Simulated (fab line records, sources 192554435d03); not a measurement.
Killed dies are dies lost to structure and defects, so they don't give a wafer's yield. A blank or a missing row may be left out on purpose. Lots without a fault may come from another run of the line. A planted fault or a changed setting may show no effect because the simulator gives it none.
Split-lot experiment | flow n5_finfet | 7 lots, 21 wafers read, on a route of 1938 steps

THE SPLIT
At N5_SDB_ETCH_18 (etches SOC in N2/H2, target depth 100 nm, overetch 20 nm, time 150 s), the setting time_s was moved away from the recipe's 150 s on 9 of the 21 wafers read, by -20.1% to +19.3%. The other wafers ran this setting at the recipe's value.

The reading is taken at the split's own step.

THE READING
SiARC_of_SDB_COAT_04.thk_nm (the simulator's own value, which no gauge read), in nm, at N5_SDB_ETCH_18 (etches SOC in N2/H2, target depth 100 nm, overetch 20 nm, time 150 s). The file gives no usual value for it. The 12 wafers here that ran the recipe average 12.8 nm, standard deviation 0.14 nm.

wafer  | tool, chamber at the split | time_s as run, s | against the recipe | SiARC_of_SDB_COAT_04.thk_nm, nm | against lot-mates on the recipe
L077.1 | rie_diel-02, 1             | 173.2            | +15.5%             | 11.8                            | -0.8
L077.5 | rie_diel-02, 1             | 173.2            | +15.5%             | 11.8                            | -0.8
L077.6 | rie_diel-02, 0             | 150              | recipe             | 12.6                            | -
L078.4 | rie_diel-06, 3             | 119.8            | -20.1%             | 13.6                            | +0.8
L078.5 | rie_diel-06, 2             | 150              | recipe             | 12.8                            | -
L078.6 | rie_diel-06, 1             | 119.8            | -20.1%             | 14                              | +1.2
L080.1 | rie_diel-01, 2,3           | 150              | recipe             | 12.8                            | -
L080.6 | rie_diel-01, 2,3           | 150              | recipe             | 12.8                            | -
L080.5 | rie_diel-01, 2             | 150              | recipe             | 12.6                            | -
L083.4 | rie_diel-02, 2,3           | 150              | recipe             | 13                              | -
L083.5 | rie_diel-02, 2,3           | 150              | recipe             | 13                              | -
L083.6 | rie_diel-02, 2             | 178.9            | +19.3%             | 12                              | -1.0
L084.2 | rie_diel-02, 2,3           | 128.1            | -14.6%             | 13.6                            | +0.8
L084.6 | rie_diel-02, 2,3           | 128.1            | -14.6%             | 13.6                            | +0.8
L084.4 | rie_diel-02, 0             | 150              | recipe             | 12.8                            | -
L096.3 | rie_diel-02, 3             | 150              | recipe             | 12.8                            | -
L096.5 | rie_diel-02, 0,1           | 166.8            | +11.2%             | 12                              | -0.8
L096.6 | rie_diel-02, 0,1           | 166.8            | +11.2%             | 12                              | -0.8
L097.2 | rie_diel-06, 2             | 150              | recipe             | 12.8                            | -
L097.4 | rie_diel-06, 1             | 150              | recipe             | 13                              | -
L097.5 | rie_diel-06, 0             | 150              | recipe             | 12.6                            | -
Where a row lists several chambers, the file gives one row for several wafers and doesn't say which wafer went through which chamber.

THE FIT
A straight line over all 21 wafers: SiARC_of_SDB_COAT_04.thk_nm changes by -0.0547 nm for each +1% of time_s; r = -0.97; the points scatter about the line by 0.16 nm.
The same after taking each lot's own level away (the mean of its wafers on the recipe; 21 wafers): -0.0537 nm for each +1%; r = -0.98; scatter 0.12 nm.
On that fit, the largest move of time_s shifts the reading by 1.1 nm.
The lots' own levels span 12.60 to 13.00 nm, that is 2.8 times the standard deviation above.
So the lot-to-lot level changes the slope little: the two slopes agree.
Check: with one of the wafers moved furthest among these (-20.1%) left out of the fit, the line predicts +1.14 nm for it against its lot-mates. It came out at +0.8 nm against them.

OTHER SPLITS ON THESE WAFERS
These wafers also went through other splits before the reading. Each is held against what the fit with the lots' levels taken away leaves over:
other split on the same wafers | wafers away from the commonest value | r with SiARC_of_SDB_COAT_04.thk_nm (lot level and that fit taken away)
N5_SD_EPI_P_DESCUM_14 time_s   | 10                                   | -0.22

THE FILE'S OWN FIT
SiARC_of_SDB_COAT_04.thk_nm changes by -0.0535 nm for each +1% of time_s, r = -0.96.
